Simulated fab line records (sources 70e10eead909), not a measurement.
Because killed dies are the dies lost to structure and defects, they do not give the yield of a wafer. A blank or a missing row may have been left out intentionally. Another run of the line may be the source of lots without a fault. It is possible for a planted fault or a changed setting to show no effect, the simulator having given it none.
What tool caused it? -- flow nand_harc -- 24 lots, 72 wafers sampled, at 5 steps of a route of 1302

WHAT EACH GAUGE READ, for each wafer
NHARC_A_BONDPAD_THK_MEAS_30: measures by ellipsometry.
lot,measured,on,thk_nm (nm)
L074,day 23 06:58,film_metro-01,200.1 202.7 197.3
L075,day 23 10:04,film_metro-01,201.6 202.0 201.1
L077,day 24 02:44,film_metro-01,199.3 199.0 199.6
L078,day 24 04:43,film_metro-02,198.3 201.4 199.6
L076,day 24 07:11,film_metro-01,200.8 201.3 200.3
L080,day 24 17:33,film_metro-02,200.3 200.9 199.3
L079,day 24 18:59,film_metro-02,198.4 200.1 199.8
L082,day 25 20:54,film_metro-02,198.0 200.1 201.0
L081,day 26 04:26,film_metro-01,199.9 201.1 201.0
L084,day 27 05:40,film_metro-02,198.6 201.2 202.5
L083,day 27 06:47,film_metro-02,199.0 201.3 198.6
L085,day 28 02:02,film_metro-02,200.7 198.7 200.8
L086,day 28 03:10,film_metro-02,200.6 201.8 200.8
L088,day 29 05:13,film_metro-02,200.2 201.0 197.8
L087,day 29 10:24,film_metro-01,199.1 201.8 200.8
L089,day 29 17:35,film_metro-01,199.6 199.0 202.5
L090,day 30 01:29,film_metro-01,200.3 201.6 201.5
L091,day 30 12:53,film_metro-01,198.0 202.3 198.9
L093,day 30 13:44,film_metro-02,198.0 201.7 197.2
L092,day 30 18:56,film_metro-02,199.8 200.8 200.7
L094,day 31 21:08,film_metro-01,199.0 200.7 199.9
L095,day 32 05:47,film_metro-02,201.1 198.4 200.8
L097,day 32 20:13,film_metro-01,200.9 200.4 199.0
L096,day 33 12:50,film_metro-01,198.1 198.9 199.6

EACH LOT AND THE TOOL THAT RAN IT (in order: tool; ch and the chambers of the sampled wafers; start)
lot,NHARC_A_M1_PVD_21,NHARC_A_M1_CMP_23,NHARC_A_M1_PRE_CLEAN_32,NHARC_A_M1_DEP_33
L074,"pvd_sputter-01, day 23 05:13 or earlier","cmp-02 ch 0,2,3, day 23 05:13","pecvd-02 ch 0,1,2, day 23 05:42","pecvd-02 ch 0,1,2, day 23 05:50"
L075,"pvd_sputter-01, day 23 08:13 or earlier","cmp-01 ch 1,2,3, day 23 08:13","pecvd-04 ch 1,2, day 23 08:47","pecvd-04 ch 1,2, day 23 08:56"
L077,"pvd_sputter-03, day 24 00:47 or earlier","cmp-01 ch 1,2,3, day 24 00:47","pecvd-04 ch 0,2, day 24 01:23","pecvd-04 ch 0,2, day 24 01:29"
L078,"pvd_sputter-03, day 24 02:30 or earlier","cmp-02 ch 2,3, day 24 02:30","pecvd-04 ch 0,2, day 24 03:13","pecvd-04 ch 0,2, day 24 03:17"
L076,"pvd_sputter-01, day 24 05:21 or earlier","cmp-01 ch 1,3, day 24 05:21","pecvd-01 ch 0,2, day 24 05:56","pecvd-01 ch 0,2, day 24 06:04"
L080,"pvd_sputter-01, day 24 15:49 or earlier","cmp-02 ch 0,1,3, day 24 15:49","pecvd-04 ch 0,1,2, day 24 16:17","pecvd-04 ch 0,1,2, day 24 16:26"
L079,"pvd_sputter-02, day 24 16:45 or earlier","cmp-04 ch 0,1, day 24 16:45","pecvd-04 ch 0,2, day 24 17:43","pecvd-04 ch 0,2, day 24 17:52"
L082,"pvd_sputter-03, day 25 18:58 or earlier","cmp-02 ch 1,3, day 25 18:58","pecvd-04 ch 0,1,2, day 25 19:29","pecvd-04 ch 0,1,2, day 25 19:35"
L081,"pvd_sputter-02, day 26 02:37 or earlier","cmp-02 ch 1,2,3, day 26 02:37","pecvd-02 ch 0,1,2, day 26 03:10","pecvd-02 ch 0,1,2, day 26 03:16"
L084,"pvd_sputter-01, day 27 03:52 or earlier","cmp-01 ch 0,1,2, day 27 03:52","pecvd-02 ch 0,1, day 27 04:20","pecvd-02 ch 0,1, day 27 04:25"
L083,"pvd_sputter-02, day 27 05:04 or earlier","cmp-01 ch 0,2,3, day 27 05:04","pecvd-01 ch 1,2, day 27 05:32","pecvd-01 ch 1,2, day 27 05:38"
L085,"pvd_sputter-01, day 28 00:12 or earlier","cmp-01 ch 0,2,3, day 28 00:12","pecvd-02 ch 1,2, day 28 00:44","pecvd-02 ch 1,2, day 28 00:49"
L086,"pvd_sputter-01, day 28 01:20 or earlier","cmp-01 ch 1,2,3, day 28 01:20","pecvd-04 ch 0,1,2, day 28 01:53","pecvd-04 ch 0,1,2, day 28 01:58"
L088,"pvd_sputter-03, day 29 03:25 or earlier","cmp-04 ch 1,3, day 29 03:25","pecvd-02 ch 0,1, day 29 03:55","pecvd-02 ch 0,1, day 29 04:00"
L087,"pvd_sputter-02, day 29 08:36 or earlier","cmp-01 ch 0,2, day 29 08:36","pecvd-02 ch 0,1,2, day 29 09:08","pecvd-02 ch 0,1,2, day 29 09:14"
L089,"pvd_sputter-03, day 29 15:50 or earlier","cmp-01 ch 0,1,2, day 29 15:50","pecvd-02 ch 0,1,2, day 29 16:20","pecvd-02 ch 0,1,2, day 29 16:30"
L090,"pvd_sputter-03, day 29 23:40 or earlier","cmp-04 ch 1,2,3, day 29 23:40","pecvd-02 ch 0,1,2, day 30 00:13","pecvd-02 ch 0,1,2, day 30 00:17"
L091,"pvd_sputter-01, day 30 11:04 or earlier","cmp-01 ch 0,1,2, day 30 11:04","pecvd-02 ch 0,1,2, day 30 11:37","pecvd-02 ch 0,1,2, day 30 11:44"
L093,"pvd_sputter-01, day 30 11:56 or earlier","cmp-01 ch 0,3, day 30 11:56","pecvd-04 ch 0,2, day 30 12:27","pecvd-04 ch 0,2, day 30 12:32"
L092,"pvd_sputter-01, day 30 17:09 or earlier","cmp-04 ch 0,1,3, day 30 17:09","pecvd-02 ch 0,2, day 30 17:39","pecvd-02 ch 0,2, day 30 17:46"
L094,"pvd_sputter-01, day 31 18:18 or earlier","cmp-01 ch 1,2,3, day 31 18:18","pecvd-04 ch 0,1,2, day 31 19:41","pecvd-04 ch 0,1,2, day 31 19:51"
L095,"pvd_sputter-01, day 32 03:49 or earlier","cmp-01 ch 0,3, day 32 03:49","pecvd-02 ch 1,2, day 32 04:20","pecvd-02 ch 1,2, day 32 04:25"
L097,"pvd_sputter-02, day 32 17:42 or earlier","cmp-04 ch 0,2,3, day 32 17:42","pecvd-02 ch 0,1, day 32 18:55","pecvd-02 ch 0,1, day 32 19:02"
L096,"pvd_sputter-02, day 33 11:00 or earlier","cmp-04 ch 0,1, day 33 11:00","pecvd-04 ch 1,2, day 33 11:32","pecvd-04 ch 1,2, day 33 11:37"
- NHARC_A_M1_PVD_21: deposits Cu, target thk 30 nm, time 20.49 s.
- NHARC_A_M1_CMP_23: polishes, t overpolish 20 s, target thk 154.34 nm.
- NHARC_A_M1_PRE_CLEAN_32: time 12 s.
- NHARC_A_M1_DEP_33: deposits SiCN, target thk 30 nm.

AS READ BY THE TOOLS THEMSELVES (means over the sampled wafers that have a number; for cases with no such wafer, the mark the record gives instead)
NHARC_A_M1_PVD_21.
lot,tool,throttle_valve_pct (%)
L074,pvd_sputter-01,29.3
L075,pvd_sputter-01,29.3
L077,pvd_sputter-03,30.1
L078,pvd_sputter-03,29.2
L076,pvd_sputter-01,29.3
L080,pvd_sputter-01,29.3
L079,pvd_sputter-02,30.2
L082,pvd_sputter-03,29.6
L081,pvd_sputter-02,30.9
L084,pvd_sputter-01,28.7
L083,pvd_sputter-02,30.8
L085,pvd_sputter-01,28.7
L086,pvd_sputter-01,28.8
L088,pvd_sputter-03,29.8
L087,pvd_sputter-02,30.5
L089,pvd_sputter-03,30.7
L090,pvd_sputter-03,29.8
L091,pvd_sputter-01,28.5
L093,pvd_sputter-01,28.7
L092,pvd_sputter-01,28.6
L094,pvd_sputter-01,28.8
L095,pvd_sputter-01,28.9
L097,pvd_sputter-02,30.1
L096,pvd_sputter-02,29.8

NHARC_A_M1_CMP_23.
lot,tool,motor_current_A (A),time_to_endpoint_s (s)
L074,cmp-02,10.9,30.0
L075,cmp-01,11.1,28.7
L077,cmp-01,11.6,28.4
L078,cmp-02,10.9,28.4
L076,cmp-01,11.8,28.3
L080,cmp-02,12.1,29.2
L079,cmp-04,12.7,28.6
L082,cmp-02,12.3,32.0
L081,cmp-02,11.8,29.0
L084,cmp-01,11.1,25.5
L083,cmp-01,11.2,24.8
L085,cmp-01,10.8,26.1
L086,cmp-01,11.5,28.2
L088,cmp-04,11.4,27.2
L087,cmp-01,10.6,25.9
L089,cmp-01,11.0,27.8
L090,cmp-04,11.5,28.8
L091,cmp-01,11.1,28.5
L093,cmp-01,11.4,29.6
L092,cmp-04,11.6,28.9
L094,cmp-01,11.6,26.0
L095,cmp-01,11.5,28.0
L097,cmp-04,12.1,27.6
L096,cmp-04,12.1,25.2

NHARC_A_M1_PRE_CLEAN_32.
lot,tool,heater_power_w (W)
L074,pecvd-02,608
L075,pecvd-04,548
L077,pecvd-04,553
L078,pecvd-04,573
L076,pecvd-01,575
L080,pecvd-04,551
L079,pecvd-04,525
L082,pecvd-04,589
L081,pecvd-02,594
L084,pecvd-02,501
L083,pecvd-01,530
L085,pecvd-02,539
L086,pecvd-04,548
L088,pecvd-02,573
L087,pecvd-02,567
L089,pecvd-02,537
L090,pecvd-02,578
L091,pecvd-02,577
L093,pecvd-04,567
L092,pecvd-02,589
L094,pecvd-04,584
L095,pecvd-02,595
L097,pecvd-02,571
L096,pecvd-04,627

NHARC_A_M1_DEP_33.
lot,tool,heater_power_w (W)
L074,pecvd-02,508
L075,pecvd-04,503
L077,pecvd-04,514
L078,pecvd-04,431
L076,pecvd-01,476
L080,pecvd-04,499
L079,pecvd-04,447
L082,pecvd-04,501
L081,pecvd-02,529
L084,pecvd-02,524
L083,pecvd-01,465
L085,pecvd-02,562
L086,pecvd-04,513
L088,pecvd-02,495
L087,pecvd-02,556
L089,pecvd-02,544
L090,pecvd-02,565
L091,pecvd-02,543
L093,pecvd-04,488
L092,pecvd-02,489
L094,pecvd-04,466
L095,pecvd-02,523
L097,pecvd-02,493
L096,pecvd-04,586

THE ANSWER, worked out from the rows above alone
Rule: usual is defined by the lots themselves. The widest of any qualifying gaps counts: lots, ordered by their means at a reading, are off when they make up no more than a third of the lots, leave a main group of 4 or more, and stand apart from it by 3 or more times the standard deviation of that group's means. The tables above print the reading to a certain number of digits; a main group whose means all agree to those digits is not used. Also off: a lot with no number at a reading for which 4 or more lots have one. Any other lot the step has rows for is counted as sound. First the gauges in route order, then the tools' own readings, where a lot's mean is used as printed above. At the first step where some lot is off, the reading lying furthest off is the one used; lots without a number count as furthest.
Nothing can be told from this: no lot is off at any reading shown.

WHAT THE SIMULATOR PUT IN
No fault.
